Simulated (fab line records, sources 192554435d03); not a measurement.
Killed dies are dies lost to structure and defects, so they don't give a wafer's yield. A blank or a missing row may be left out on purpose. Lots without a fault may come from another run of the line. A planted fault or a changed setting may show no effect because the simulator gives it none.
fab line records | flow n5_finfet
record lots=24 wafers=72 last_day=19
route steps=1938 shown WELL_APT@31 FIN_SAQP@140 FIN_CUT@172
lots that met no fault: from a run of the same line without faults
start_h: hours from the record's first day to the start of the lot's first wafer shown | wait_h: hours since the lot's step before | " the same as in the row above | L1.1+2: a row that stands for several wafers | - no value, or no start given | * or withheld: withheld | < > ~ a bound
route shown NAME@n: a module of which the file shows steps, and the number in the route of the first | usual: mean/standard deviation of fault-free wafers | same: alike in all rows | chamber/n: place in a boat | sites: the reading at each site | _std_site: their standard deviation | _edge_site: outer sites' mean less inner sites' | radius_mm: how far each site lies from the wafer's centre | mask NAME#n: copy n | behind: the tool/chamber that last shaped the wafer | hold: why the lot was held/for how many hours/how that ended | device: the transistor (n, p or np) that didn't switch | end of line: the same wafers' tests at the end of the route | a step without rows: its recipe alone | killed: dies lost to structure and defects at the first sort, not the wafer's yield | map: a wafer's dies, x killed, . not, _ none there
set.NAME: the setting as run; set.NAME@STEP: as run at that earlier step | model.NAME: the simulator's own value behind a step, which no gauge read
steps of the route over a sample of lots; a table a step, a row a wafer
services: from which hour (start_h, from the record's first day; less than 0 if before it) a tool's chamber was out of use, for how many hours, and why
## steps
# step N5_WELL_APT_DESCUM_13
# recipe chemistry=O2 time_s=7.9 source_power_w=50 bias_power_w=20 pressure_mtorr=20 rf_frequency_hz=2.712e+07 temp_c=40 o2_flow_sccm=225
# usual drypump_motor_current_A=5.6/0.32 o2_flow_sccm=225.0/0.74 oes_product_au=0.80/0.068 rf_vpp_V=243.3/1.2 showerhead_plenum_p_Torr=2.10/0.062 throttle_valve_pct=20.53/0.22
# columns lot.wafer tool chamber start_h wait_h drypump_motor_current_A o2_flow_sccm oes_product_au rf_hours_counter_h rf_vpp_V showerhead_plenum_p_Torr throttle_valve_pct
L074.1 rie_diel-06 1 13.90 0.0 5.2 223.9 0.71 208 241.9 2.05 20.37
L074.3 " 3 " " 5.9 226.2 0.81 110 243.7 2.02 20.40
L074.5 " 2 " " 5.1 224.6 0.74 - 245.2 2.17 20.32
L075.2 rie_diel-02 0 19.96 0.1 6.1 225.3 0.82 100 243.5 2.02 20.21
L075.4 " 3 " " 5.1 224.0 0.78 135 244.1 2.20 20.90
L075.6 " 0 " " 6.1 224.8 0.84 - 241.0 2.02 20.17
L076.1 rie_diel-01 0 25.78 0.0 5.7 225.4 0.93 18 243.2 2.13 20.43
L076.4 " 1 " " 5.8 224.8 0.68 235 244.6 2.14 20.67
L076.6 " 3 " " 5.7 223.7 0.78 - 243.1 2.09 20.50
L077.1 rie_diel-01 0 31.79 0.0 5.7 225.2 0.92 20 244.7 2.13 20.44
L077.4 " 2 " " 5.7 225.4 0.87 49 243.9 2.13 20.51
L077.6 " 2 " " 5.7 226.6 0.86 - 244.3 2.13 20.52
L078.2 rie_diel-01 2 37.82 0.0 5.6 225.6 0.87 51 242.8 2.13 20.54
L078.4 " 0 " " 5.7 224.3 0.92 22 244.0 2.13 20.43
L078.6 " 1 " " 5.7 224.6 0.69 - 245.1 2.14 20.67
L079.2 rie_diel-01 1 44.32 0.0 5.7 223.6 0.68 241 243.8 2.13 20.66
L079.3 " 3 " " 5.7 224.3 0.77 140 242.2 2.09 20.51
L079.5 " 3 " " 5.7 224.8 0.77 - 242.7 2.09 20.50
L080.1 rie_diel-02 2 49.69 0.0 5.3 225.6 0.75 161 241.4 2.00 20.87
L080.3 " 1 " " 5.2 225.5 0.82 99 243.2 2.12 20.45
L080.5 " 0 " " 6.1 225.1 0.82 - 242.0 2.02 20.21
L081.1 rie_diel-06 2 56.10 0.0 5.1 224.9 0.73 156 244.5 2.16 20.33
L081.2 " 1 " " 5.2 224.4 0.70 221 241.1 2.05 20.39
L081.6 " 3 " " 5.9 225.1 0.80 - 242.2 2.01 20.41
L082.1 rie_diel-02 0 61.64 0.0 6.2 224.0 0.81 114 242.2 2.02 20.21
L082.4 " 2 " " 5.3 226.1 0.74 164 241.7 2.00 20.85
L082.5 " 3 " " 5.1 224.9 0.76 - 243.9 2.20 20.94
L083.2 rie_diel-02 2 67.74 0.0 5.3 225.3 0.74 166 241.8 2.00 20.88
L083.4 " 0 " " 6.2 224.3 0.81 116 241.8 2.02 20.21
L083.6 " 3 " " 5.1 226.8 0.77 - 243.3 2.20 20.93
L084.2 rie_diel-01 3 74.53 0.6 5.7 225.3 0.77 149 244.0 2.08 20.54
L084.5 " 2 " " 5.6 226.1 0.85 - 242.5 2.13 20.54
L084.6 " 3 " " 5.7 225.0 0.78 - 241.9 2.08 20.54
L085.2 rie_diel-02 3 79.66 0.0 5.1 224.9 0.76 154 245.4 2.20 20.95
L085.5 " 0 " " 6.2 224.9 0.81 - 241.5 2.02 20.23
L085.6 " 3 " " 5.1 224.4 0.76 - 243.9 2.20 20.96
L086.1 rie_diel-02 0 85.79 0.0 6.1 225.0 0.80 123 241.5 2.01 20.23
L086.3 " 1 " " 5.2 223.7 0.79 112 244.5 2.12 20.48
L086.5 " 2 " " 5.3 224.8 0.73 - 241.3 2.00 20.87
L087.2 rie_diel-06 0 91.77 0.0 5.2 225.2 0.73 171 244.3 2.19 20.90
L087.3 " 1 " " 5.2 224.7 0.70 233 243.8 2.05 20.40
L087.6 " 3 " " 5.9 224.7 0.78 - 243.0 2.01 20.43
L088.2 rie_diel-02 1 97.78 0.0 5.2 225.1 0.79 117 244.1 2.12 20.48
L088.3 " 2 " " 5.3 224.6 0.72 177 241.9 2.00 20.87
L088.4 " 0 " " 6.1 224.4 0.79 - 242.6 2.01 20.23
L089.1 rie_diel-01 2 103.77 0.0 5.7 224.2 0.83 72 243.7 2.13 20.56
L089.4 " 1 " " 5.8 224.5 1.00 1 243.7 2.13 20.22
L089.6 " 3 " " 5.7 225.1 0.76 - 242.7 2.08 20.54
L090.3 rie_diel-06 1 109.82 0.1 5.2 225.6 0.70 238 242.3 2.04 20.42
L090.4 " 3 " " 5.9 225.6 0.78 141 242.8 2.01 20.43
L090.6 " 1 " " 5.2 225.7 0.69 - 242.6 2.04 20.42
L091.2 rie_diel-01 3 115.79 0.0 5.7 224.7 0.76 165 242.7 2.08 20.56
L091.5 " 3 " " 5.7 225.6 0.75 - 243.4 2.08 20.56
L091.6 " 2 " " 5.6 224.9 0.82 - 243.0 2.12 20.57
L092.3 rie_diel-01 2 122.14 0.0 5.7 224.3 0.81 78 242.6 2.12 20.57
L092.5 " 2 " " 5.7 224.7 0.82 - 242.3 2.12 20.58
L092.6 " 3 " " 5.7 224.3 0.76 - 242.1 2.08 20.56
L093.2 rie_diel-01 3 128.17 0.3 5.7 224.6 0.76 169 242.9 2.08 20.55
L093.3 " 0 " " 5.8 224.9 0.87 55 244.0 2.12 20.49
L093.4 " 2 " " 5.7 224.5 0.83 80 243.7 2.12 20.58
L094.3 rie_diel-02 0 133.82 0.0 6.1 224.7 0.79 138 242.3 2.01 20.25
L094.5 " 3 " " 5.1 225.5 0.75 - 244.6 2.19 20.95
L094.6 " 0 " " 6.1 225.4 0.79 - 241.3 2.01 20.23
L095.2 rie_diel-01 3 140.07 0.2 5.7 224.0 0.75 173 243.2 2.07 20.58
L095.5 " 0 " " 5.7 225.4 0.86 - 243.4 2.12 20.49
L095.6 " 3 " " 5.7 227.3 0.75 - 242.1 2.07 20.57
L096.1 rie_diel-06 0 145.90 0.0 5.2 225.1 0.72 189 245.2 2.19 20.93
L096.2 " 3 " " 5.9 226.5 0.76 153 241.1 2.00 20.47
L096.5 " 3 " " 5.9 226.1 0.76 - 241.0 2.00 20.45
L097.3 rie_diel-01 2 152.34 0.0 5.7 222.4 0.81 89 244.9 2.12 20.59
L097.4 " 0 " " 5.7 224.4 0.84 63 243.2 2.12 20.50
L097.5 " 1 " " 5.7 224.7 0.93 - 243.3 2.13 20.25
# step N5_FIN_SAQP_MANDREL2_REMOVE_60
# recipe chemistry=HBr/Cl2/O2 bt_time_s=10 target=a-Si stop_on=SiNx endpoint=OES-SiCl over_etch_frac=1 icp_w=600 bias_w=22 HBr_flow_sccm=150 Cl2_flow_sccm=80 O2_flow_sccm=5 pressure_mtorr=10
# usual drypump_motor_current_A=5.7/0.5 oes_product_au=1.000/0.015 throttle_valve_pct=36.6/0.39
# columns lot.wafer tool chamber start_h wait_h drypump_motor_current_A oes_product_au rf_hours_counter_h throttle_valve_pct
L074.1 rie_si-05 3 26.58 0.1 5.6 0.976 200 36.7
L074.3 " 0 " " 6.3 1.001 8 36.3
L074.5 " 2 " " 5.3 1.001 - 37.0
L075.2 rie_si-05 0 31.78 0.1 6.3 0.996 8 36.3
L075.4 " 1 " " 6.3 1.001 105 35.9
L075.6 " 3 " " 5.6 0.979 - 36.7
L076.1 rie_si-05 2 37.40 0.1 5.3 1.000 4 37.0
L076.4 " 3 " " 5.6 0.972 201 36.7
L076.6 " 2 " " 5.3 0.992 - 37.0
L077.1 rie_si-04 0 43.07 0.1 4.7 1.014 12 36.4
L077.4 " 3 " " 5.4 0.990 55 36.8
L077.6 " 3 " " 5.4 0.991 - 36.8
L078.2 rie_si-04 3 49.05 0.1 5.4 0.998 55 36.8
L078.4 " 1 " " 5.9 1.000 19 37.1
L078.6 " 3 " " 5.4 0.999 - 36.8
L079.2 rie_si-05 3 56.79 0.1 5.6 0.973 201 36.7
L079.3 " 2 " " 5.3 1.002 5 37.0
L079.5 " 2 " " 5.3 0.994 - 37.0
L080.1 rie_si-05 1 62.70 0.1 6.4 0.991 105 35.9
L080.3 " 3 " " 5.6 0.972 201 36.8
L080.5 " 3 " " 5.6 0.984 - 36.7
L081.1 rie_si-01 2 68.48 0.1 5.5 0.994 116 36.7
L081.2 " 0 " " 6.1 0.965 8 36.2
L081.6 " 2 " " 5.5 0.994 - 36.7
L082.1 rie_si-04 2 73.18 0.1 5.0 1.013 79 36.4
L082.4 " 1 " " 5.9 1.006 19 37.1
L082.5 " 3 " " 5.4 0.997 - 36.8
L083.2 rie_si-01 2 78.93 0.1 5.5 0.990 116 36.7
L083.4 " 0 " " 6.1 0.976 8 36.2
L083.6 " 2 " " 5.5 0.997 - 36.7
L084.2 rie_si-05 1 87.07 0.1 6.3 0.995 106 35.9
L084.5 " 1 " " 6.3 1.002 - 35.9
L084.6 " 0 " " 6.3 1.002 - 36.3
L085.2 rie_si-04 2 92.22 0.1 4.9 1.010 80 36.5
L085.5 " 2 " " 5.0 1.018 - 36.4
L085.6 " 3 " " 5.4 1.000 - 36.8
L086.1 rie_si-05 2 100.84 0.1 5.3 1.008 6 37.0
L086.3 " 1 " " 6.3 0.997 106 35.9
L086.5 " 1 " " 6.3 0.993 - 35.9
L087.2 rie_si-05 3 105.88 0.1 5.6 0.994 0 36.6
L087.3 " 1 " " 6.3 0.996 106 35.9
L087.6 " 2 " " 5.3 0.993 - 37.0
L088.2 rie_si-05 3 109.56 0.1 5.6 0.997 0 36.6
L088.3 " 2 " " 5.3 0.998 6 37.0
L088.4 " 0 " " 6.3 1.000 9 36.3
L089.1 rie_si-01 1 115.70 0.1 5.5 1.045 142 37.1
L089.4 " 3 " " 5.8 1.014 155 37.0
L089.6 " 3 " " 5.8 1.020 - 37.0
L090.3 rie_si-01 0 121.98 0.1 6.1 0.978 9 36.2
L090.4 " 3 " " 5.9 1.021 155 37.0
L090.6 " 1 " " 5.5 1.031 - 37.1
L091.2 rie_si-04 3 128.23 0.1 5.4 0.995 56 36.8
L091.5 " 3 " " 5.4 0.984 - 36.8
L091.6 " 2 " " 4.9 1.018 - 36.4
L092.3 rie_si-04 3 133.17 0.1 5.4 0.996 57 36.8
L092.5 " 2 " " 4.9 1.012 - 36.4
L092.6 " 3 " " 5.4 0.995 - 36.8
L093.2 rie_si-01 2 139.72 0.1 5.5 0.988 117 36.7
L093.3 " 0 " " 6.1 0.970 9 36.2
L093.4 " 1 " " 5.5 1.032 142 37.1
L094.3 rie_si-05 2 145.75 0.1 5.3 0.994 6 37.0
L094.5 " 2 " " 5.3 0.996 - 37.0
L094.6 " 3 " " 5.6 0.987 - 36.6
L095.2 rie_si-05 3 153.49 0.1 5.6 0.993 1 36.6
L095.5 " 2 " " 5.3 1.005 - 37.0
L095.6 " 3 " " 5.6 0.988 - 36.6
L096.1 rie_si-05 0 159.25 0.1 6.3 1.005 10 36.3
L096.2 " 3 " " 5.6 0.992 1 36.6
L096.5 " 1 " " 6.3 0.996 - 35.9
L097.3 rie_si-04 1 165.98 0.1 5.9 1.004 21 37.1
L097.4 " 2 " " 4.9 1.015 81 36.5
L097.5 " 0 " " 4.7 1.019 - 36.4
# step N5_FIN_SAQP_HM_CD_35
# recipe target_cd_nm=8 polarity=line
# usual cd_nm=8.09/0.27
# columns lot.wafer tool chamber start_h wait_h cd_nm
L074.1 cd_sem-02 - 26.97 0.1 8.13
L074.3 " - " " 8.17
L074.5 " - " " 8.19
L075.2 cd_sem-01 - 32.16 0.1 7.87
L075.4 " - " " 8.26
L075.6 " - " " 8.38
L076.1 cd_sem-02 - 37.85 0.1 8.09
L076.4 " - " " 7.97
L076.6 " - " " 8.36
L077.1 cd_sem-02 - 43.53 0.1 8.01
L077.4 " - " " 7.52
L077.6 " - " " 7.99
L078.2 cd_sem-03 - 49.52 0.1 7.89
L078.4 " - " " 8.58
L078.6 " - " " 8.07
L079.2 cd_sem-01 - 57.26 0.1 7.73
L079.3 " - " " 8.11
L079.5 " - " " 8.04
L080.1 cd_sem-01 - 63.07 0.1 8.05
L080.3 " - " " 7.80
L080.5 " - " " 8.09
L081.1 cd_sem-01 - 68.85 0.1 8.02
L081.2 " - " " 7.86
L081.6 " - " " 8.37
L082.1 cd_sem-02 - 73.56 0.1 8.39
L082.4 " - " " 8.33
L082.5 " - " " 8.18
L083.2 cd_sem-02 - 79.31 0.1 7.69
L083.4 " - " " 8.07
L083.6 " - " " 7.49
L084.2 cd_sem-01 - 87.58 0.1 8.79
L084.5 " - " " 8.26
L084.6 " - " " 8.32
L085.2 cd_sem-03 - 92.82 0.1 8.64
L085.5 " - " " 8.17
L085.6 " - " " 7.58
L086.1 cd_sem-02 - 101.23 0.1 8.25
L086.3 " - " " 8.18
L086.5 " - " " 8.20
L087.2 cd_sem-02 - 106.32 0.1 8.18
L087.3 " - " " 8.15
L087.6 " - " " 8.36
L088.2 cd_sem-01 - 109.94 0.1 8.37
L088.3 " - " " 8.05
L088.4 " - " " 7.73
L089.1 cd_sem-02 - 116.08 0.1 7.99
L089.4 " - " " 8.26
L089.6 " - " " 8.14
L090.3 cd_sem-01 - 122.36 0.1 8.08
L090.4 " - " " 7.94
L090.6 " - " " 7.88
L091.2 cd_sem-03 - 128.66 0.1 8.24
L091.5 " - " " 8.05
L091.6 " - " " 8.21
L092.3 cd_sem-01 - 133.56 0.1 8.09
L092.5 " - " " 8.35
L092.6 " - " " 8.30
L093.2 cd_sem-03 - 140.11 0.1 8.03
L093.3 " - " " 7.96
L093.4 " - " " 7.64
L094.3 cd_sem-01 - 146.19 0.1 8.05
L094.5 " - " " 7.89
L094.6 " - " " 8.04
L095.2 cd_sem-03 - 153.99 0.1 7.89
L095.5 " - " " 7.83
L095.6 " - " " 7.95
L096.1 cd_sem-03 - 159.67 0.1 8.41
L096.2 " - " " 7.96
L096.5 " - " " 8.18
L097.3 cd_sem-01 - 166.36 0.1 8.24
L097.4 " - " " 8.24
L097.5 " - " " 7.80
# step N5_FIN_SAQP_FIN_ETCH_36
# recipe chemistry=HBr/Cl2/O2 target_depth_a=1200 mask_material=SiNx time_s=50.4 bias_w=102 pressure_mtorr=10 icp_w=800 HBr_flow_sccm=150 Cl2_flow_sccm=80 O2_flow_sccm=12
# usual drypump_motor_current_A=5.7/0.46 oes_product_au=0.999/0.018 throttle_valve_pct=36.0/0.39
# columns lot.wafer tool chamber start_h wait_h drypump_motor_current_A oes_product_au rf_hours_counter_h throttle_valve_pct
L074.1 rie_si-04 1 27.04 0.0 5.9 1.011 18 36.4
L074.3 " 3 " " 5.4 0.995 55 36.2
L074.5 " 0 " " 4.7 1.017 - 35.7
L075.2 rie_si-01 2 32.22 0.0 5.5 1.004 115 36.0
L075.4 " 1 " " 5.5 1.030 140 36.5
L075.6 " 1 " " 5.5 1.006 - 36.5
L076.1 rie_si-01 2 37.92 0.0 5.5 1.010 115 36.0
L076.4 " 1 " " 5.5 1.018 140 36.5
L076.6 " 3 " " 5.9 1.032 - 36.3
L077.1 rie_si-01 1 43.60 0.0 5.5 1.012 140 36.5
L077.4 " 0 " " 6.1 0.960 7 35.6
L077.6 " 3 " " 5.8 1.031 - 36.3
L078.2 rie_si-01 3 49.58 0.0 5.8 1.022 154 36.3
L078.4 " 0 " " 6.1 0.979 8 35.6
L078.6 " 2 " " 5.5 1.013 - 36.0
L079.2 rie_si-04 2 57.32 0.0 5.0 1.009 79 35.7
L079.3 " 0 " " 4.7 1.003 13 35.7
L079.5 " 2 " " 5.0 1.013 - 35.8
L080.1 rie_si-04 0 63.14 0.0 4.7 1.020 13 35.7
L080.3 " 3 " " 5.4 0.990 55 36.2
L080.5 " 0 " " 4.7 1.007 - 35.7
L081.1 rie_si-05 1 68.92 0.0 6.3 0.978 106 35.2
L081.2 " 2 " " 5.3 0.987 5 36.3
L081.6 " 1 " " 6.3 0.980 - 35.2
L082.1 rie_si-05 2 73.63 0.0 5.3 0.993 5 36.4
L082.4 " 3 " " 5.6 0.975 201 36.1
L082.5 " 2 " " 5.3 0.984 - 36.4
L083.2 rie_si-04 3 79.37 0.0 5.4 0.991 56 36.1
L083.4 " 0 " " 4.7 1.013 13 35.7
L083.6 " 0 " " 4.7 1.010 - 35.7
L084.2 rie_si-01 3 87.65 0.0 5.8 1.025 155 36.3
L084.5 " 0 " " 6.1 0.967 - 35.6
L084.6 " 1 " " 5.5 1.026 - 36.5
L085.2 rie_si-05 1 92.88 0.0 6.3 0.976 106 35.2
L085.5 " 1 " " 6.4 0.980 - 35.2
L085.6 " 0 " " 6.3 1.005 - 35.6
L086.1 rie_si-01 0 101.30 0.0 6.1 0.975 8 35.6
L086.3 " 3 " " 5.9 1.015 155 36.3
L086.5 " 3 " " 5.9 1.017 - 36.4
L087.2 rie_si-01 0 106.39 0.0 6.1 0.952 9 35.6
L087.3 " 2 " " 5.5 0.983 116 36.1
L087.6 " 1 " " 5.5 1.006 - 36.5
L088.2 rie_si-01 2 110.00 0.0 5.5 0.999 116 36.0
L088.3 " 0 " " 6.1 0.964 9 35.6
L088.4 " 3 " " 5.8 1.009 155 36.3
L089.1 rie_si-05 0 116.15 0.0 6.3 0.998 9 35.6
L089.4 " 2 " " 5.3 1.002 6 36.3
L089.6 " 2 " " 5.3 0.985 - 36.3
L090.3 rie_si-05 2 122.42 0.0 5.3 1.005 6 36.3
L090.4 " 1 " " 6.4 0.974 107 35.2
L090.6 " 1 " " 6.4 0.989 - 35.2
L091.2 rie_si-01 3 128.72 0.0 5.8 1.016 155 36.4
L091.5 " 3 " " 5.9 1.007 - 36.3
L091.6 " 2 " " 5.5 0.997 - 36.0
L092.3 rie_si-05 1 133.62 0.0 6.4 0.985 107 35.2
L092.5 " 3 " " 5.6 0.990 - 35.9
L092.6 " 0 " " 6.3 1.002 - 35.6
L093.2 rie_si-05 0 140.17 0.0 6.3 0.993 10 35.6
L093.3 " 1 " " 6.3 0.971 107 35.3
L093.4 " 3 " " 5.6 0.989 1 35.9
L094.3 rie_si-04 0 146.25 0.0 4.7 1.014 14 35.7
L094.5 " 2 " " 5.0 1.017 - 35.7
L094.6 " 3 " " 5.4 0.982 - 36.2
L095.2 rie_si-01 0 154.06 0.0 6.1 0.978 9 35.5
L095.5 " 3 " " 5.8 1.021 - 36.4
L095.6 " 2 " " 5.5 0.993 - 36.0
L096.1 rie_si-04 2 159.74 0.0 5.0 1.020 81 35.7
L096.2 " 0 " " 4.7 1.012 14 35.7
L096.5 " 2 " " 5.0 1.010 - 35.7
L097.3 rie_si-01 1 166.42 0.0 5.5 1.018 142 36.5
L097.4 " 3 " " 5.8 1.008 156 36.4
L097.5 " 3 " " 5.8 1.022 - 36.4
# step N5_FIN_SAQP_CD_MEAS_37
# recipe target_cd_nm=8 polarity=line
# usual cd_nm=8.13/0.25
# columns lot.wafer tool chamber start_h wait_h cd_nm
L074.1 cd_sem-01 - 27.16 0.1 7.91
L074.3 " - " " 8.82
L074.5 " - " " 7.93
L075.2 cd_sem-01 - 32.34 0.1 8.17
L075.4 " - " " 8.21
L075.6 " - " " 8.33
L076.1 cd_sem-02 - 38.04 0.1 7.90
L076.4 " - " " 7.93
L076.6 " - " " 8.26
L077.1 cd_sem-01 - 43.73 0.1 7.88
L077.4 " - " " 8.04
L077.6 " - " " 7.96
L078.2 cd_sem-01 - 49.70 0.1 8.15
L078.4 " - " " 7.95
L078.6 " - " " 7.97
L079.2 cd_sem-03 - 57.45 0.1 8.30
L079.3 " - " " 8.26
L079.5 " - " " 8.08
L080.1 cd_sem-02 - 63.26 0.1 8.28
L080.3 " - " " 8.44
L080.5 " - " " 8.48
L081.1 cd_sem-03 - 69.04 0.1 8.47
L081.2 " - " " 7.82
L081.6 " - " " 8.07
L082.1 cd_sem-01 - 73.75 0.1 8.05
L082.4 " - " " 8.52
L082.5 " - " " 8.40
L083.2 cd_sem-01 - 79.50 0.1 8.22
L083.4 " - " " 7.90
L083.6 " - " " 7.69
L084.2 cd_sem-03 - 87.77 0.1 8.31
L084.5 " - " " 8.48
L084.6 " - " " 8.26
L085.2 cd_sem-03 - 93.00 0.1 7.72
L085.5 " - " " 7.77
L085.6 " - " " 7.88
L086.1 cd_sem-01 - 101.42 0.1 8.55
L086.3 " - " " 8.21
L086.5 " - " " 8.50
L087.2 cd_sem-02 - 106.51 0.1 7.81
L087.3 " - " " 8.33
L087.6 " - " " 8.19
L088.2 cd_sem-01 - 110.12 0.1 8.21
L088.3 " - " " 8.23
L088.4 " - " " 8.03
L089.1 cd_sem-01 - 116.26 0.1 7.67
L089.4 " - " " 8.14
L089.6 " - " " 7.98
L090.3 cd_sem-01 - 122.55 0.1 8.03
L090.4 " - " " 7.90
L090.6 " - " " 7.60
L091.2 cd_sem-03 - 128.85 0.1 7.99
L091.5 " - " " 7.96
L091.6 " - " " 7.83
L092.3 cd_sem-01 - 133.75 0.1 8.07
L092.5 " - " " 8.12
L092.6 " - " " 7.97
L093.2 cd_sem-02 - 140.29 0.1 8.00
L093.3 " - " " 8.12
L093.4 " - " " 8.28
L094.3 cd_sem-01 - 146.37 0.1 8.62
L094.5 " - " " 8.15
L094.6 " - " " 8.48
L095.2 cd_sem-01 - 154.18 0.1 8.38
L095.5 " - " " 8.20
L095.6 " - " " 7.83
L096.1 cd_sem-03 - 159.86 0.1 8.14
L096.2 " - " " 8.24
L096.5 " - " " 8.44
L097.3 cd_sem-01 - 166.55 0.1 8.36
L097.4 " - " " 7.86
L097.5 " - " " 7.98
# step N5_FIN_CUT_STRIP_24
# recipe chemistry=CF4 resist=SiARC power_w=300 bias_power_w=75 pressure_mtorr=50 cf4_flow_sccm=150 rf_frequency_hz=6e+07
# usual drypump_motor_current_A=5.5/0.5 oes_product_au=0.78/0.081 rf_vpp_V=271.6/1.7 showerhead_plenum_p_Torr=1.82/0.076 throttle_valve_pct=13.71/0.23
# columns lot.wafer tool chamber start_h wait_h drypump_motor_current_A oes_product_au rf_hours_counter_h rf_vpp_V showerhead_plenum_p_Torr throttle_valve_pct
L074.1 rie_diel-05 2 28.27 0.0 5.0 0.69 228 268.9 1.71 14.06
L074.3 " 3 " " 6.1 0.68 241 268.9 1.78 13.70
L074.5 " 2 " " 5.0 0.69 - 268.0 1.71 14.05
L075.2 rie_diel-05 1 33.32 0.0 5.6 0.91 12 273.3 1.92 13.63
L075.4 " 3 " " 6.1 0.68 242 270.1 1.77 13.71
L075.6 " 2 " " 5.0 0.69 - 269.6 1.71 14.06
L076.1 rie_diel-05 1 39.02 0.0 5.6 0.91 14 273.1 1.92 13.65
L076.4 " 3 " " 6.1 0.68 244 270.4 1.77 13.72
L076.6 " 0 " " 5.8 0.90 - 273.6 1.92 13.44
L077.1 rie_diel-05 0 44.70 0.0 5.8 0.89 23 273.0 1.92 13.44
L077.4 " 2 " " 5.0 0.69 233 268.7 1.71 14.07
L077.6 " 3 " " 6.1 0.68 - 270.1 1.77 13.72
L078.2 rie_diel-04 2 51.18 0.0 5.1 0.74 159 270.0 1.74 13.68
L078.4 " 0 " " 5.3 0.76 115 270.9 1.81 13.36
L078.6 " 0 " " 5.3 0.76 - 270.0 1.81 13.36
L079.2 rie_diel-04 2 58.54 0.0 5.1 0.74 161 269.3 1.74 13.69
L079.3 " 0 " " 5.3 0.75 117 271.0 1.81 13.36
L079.5 " 1 " " 4.9 0.76 - 272.1 1.88 13.88
L080.1 rie_diel-03 2 64.23 0.0 6.2 0.72 198 273.3 1.87 13.74
L080.3 " 1 " " 6.1 0.75 126 269.5 1.81 13.77
L080.5 " 1 " " 6.1 0.75 - 270.3 1.81 13.74
L081.1 rie_diel-05 1 70.02 0.0 5.6 0.88 23 273.6 1.92 13.66
L081.2 " 2 " " 5.0 0.68 242 269.2 1.70 14.07
L081.6 " 0 " " 5.8 0.88 - 274.3 1.91 13.46
L082.1 rie_diel-05 1 74.72 0.0 5.6 0.88 25 272.9 1.92 13.66
L082.4 " 3 " " 6.1 0.96 0 271.4 1.77 13.18
L082.5 " 1 " " 5.6 0.88 - 271.8 1.92 13.68
L083.2 rie_diel-03 2 80.73 0.0 6.1 0.72 202 272.6 1.87 13.74
L083.4 " 0 " " 4.9 0.78 - 269.1 1.72 13.74
L083.6 " 3 " " 6.3 0.70 - 270.9 1.77 14.09
L084.2 rie_diel-05 2 88.77 0.0 5.0 0.68 247 268.6 1.70 14.10
L084.5 " 1 " " 5.6 0.87 - 272.9 1.92 13.66
L084.6 " 0 " " 5.8 0.87 - 273.3 1.91 13.46
L085.2 rie_diel-03 1 94.10 0.0 6.0 0.74 131 271.1 1.81 13.77
L085.5 " 0 " " 4.9 0.78 - 270.6 1.72 13.77
L085.6 " 3 " " 6.3 0.70 - 271.0 1.77 14.08
L086.1 rie_diel-04 0 102.52 0.0 5.3 0.75 129 272.7 1.81 13.39
L086.3 " 1 " " 4.9 0.76 137 272.6 1.87 13.89
L086.5 " 2 " " 5.1 0.73 - 269.4 1.73 13.72
L087.2 rie_diel-04 1 107.48 0.0 4.9 0.75 138 273.4 1.87 13.90
L087.3 " 3 " " 4.9 0.76 148 272.5 1.86 13.66
L087.6 " 1 " " 4.9 0.75 - 272.3 1.87 13.91
L088.2 rie_diel-03 1 111.22 0.0 6.1 0.74 135 272.9 1.81 13.77
L088.3 " 2 " " 6.1 0.71 211 272.8 1.86 13.77
L088.4 " 0 " " 4.9 0.77 136 268.8 1.72 13.77
L089.1 rie_diel-03 3 117.24 0.0 6.3 0.69 238 270.7 1.77 14.09
L089.4 " 3 " " 6.3 0.69 - 270.9 1.77 14.12
L089.6 " 0 " " 4.9 0.78 - 270.5 1.72 13.77
L090.3 rie_diel-05 1 123.64 0.0 5.6 0.86 39 271.9 1.91 13.69
L090.4 " 0 " " 5.8 0.85 - 273.4 1.91 13.47
L090.6 " 1 " " 5.6 0.86 - 274.7 1.91 13.69
L091.2 rie_diel-04 0 129.82 0.0 5.3 0.74 136 272.2 1.81 13.40
L091.5 " 3 " " 4.9 0.75 - 273.8 1.85 13.66
L091.6 " 2 " " 5.1 0.72 - 270.7 1.73 13.72
L092.3 rie_diel-04 3 134.71 0.0 4.9 0.75 156 273.3 1.85 13.68
L092.5 " 2 " " 5.1 0.72 - 268.4 1.73 13.71
L092.6 " 3 " " 4.9 0.76 - 272.8 1.85 13.69
L093.2 rie_diel-03 0 141.39 0.0 4.9 0.77 145 269.2 1.71 13.79
L093.3 " 1 " " 6.0 0.73 144 272.8 1.81 13.82
L093.4 " 3 " " 6.3 0.69 246 272.2 1.76 14.11
L094.3 rie_diel-03 1 147.64 0.0 6.0 0.73 145 269.9 1.81 13.81
L094.5 " 3 " " 6.3 0.68 - 272.0 1.76 14.12
L094.6 " 0 " " 4.9 0.76 - 271.7 1.71 13.80
L095.2 rie_diel-05 0 155.20 0.0 5.8 0.84 58 273.3 1.91 13.52
L095.5 " 1 " " 5.6 0.84 - 273.9 1.91 13.70
L095.6 " 2 " " 5.0 0.95 - 274.9 1.91 13.55
L096.1 rie_diel-05 1 160.84 0.0 5.6 0.83 51 273.7 1.91 13.72
L096.2 " 0 " " 5.8 0.84 60 272.1 1.91 13.51
L096.5 " 1 " " 5.6 0.84 - 273.0 1.91 13.73
L097.3 rie_diel-05 3 167.52 0.0 6.1 0.87 29 271.0 1.76 13.24
L097.4 " 2 " " 5.0 0.93 13 274.2 1.91 13.56
L097.5 " 2 " " 5.0 0.93 - 273.1 1.91 13.57
## services
# columns tool chamber start_h hours kind
rie_si-05 1 -1.27 2.1 repair
rie_diel-01 3 11.41 5.0 repair
rie_diel-01 2 17.74 2.4 repair
rie_diel-03 - 20.48 2.8 pm
rie_diel-01 3 22.36 1.3 repair
rie_diel-01 - 27.29 0.3 repair
rie_diel-03 3 28.11 2.7 repair
rie_diel-05 1 46.73 4.1 repair
rie_diel-05 3 56.25 - clean
rie_diel-05 3 56.25 - consumable_replace:focus_ring
rie_diel-05 3 56.25 17.2 scheduled_down
rie_diel-03 1 70.57 13.5 repair
rie_diel-04 2 71.52 4.8 repair
rie_si-05 3 82.56 - clean
rie_si-05 3 82.56 20.1 scheduled_down
rie_si-05 3 82.56 20.1 vent_cycle
rie_diel-01 2 84.59 4.7 repair
rie_si-01 3 91.94 6.1 repair
rie_diel-02 0 92.12 4.1 repair
rie_diel-06 3 93.50 2.2 repair
rie_diel-05 2 111.70 7.9 repair
rie_diel-05 - 147.63 0.9 repair
rie_diel-03 0 154.99 7.7 repair
rie_si-05 2 161.47 5.7 repair
## key
fault none
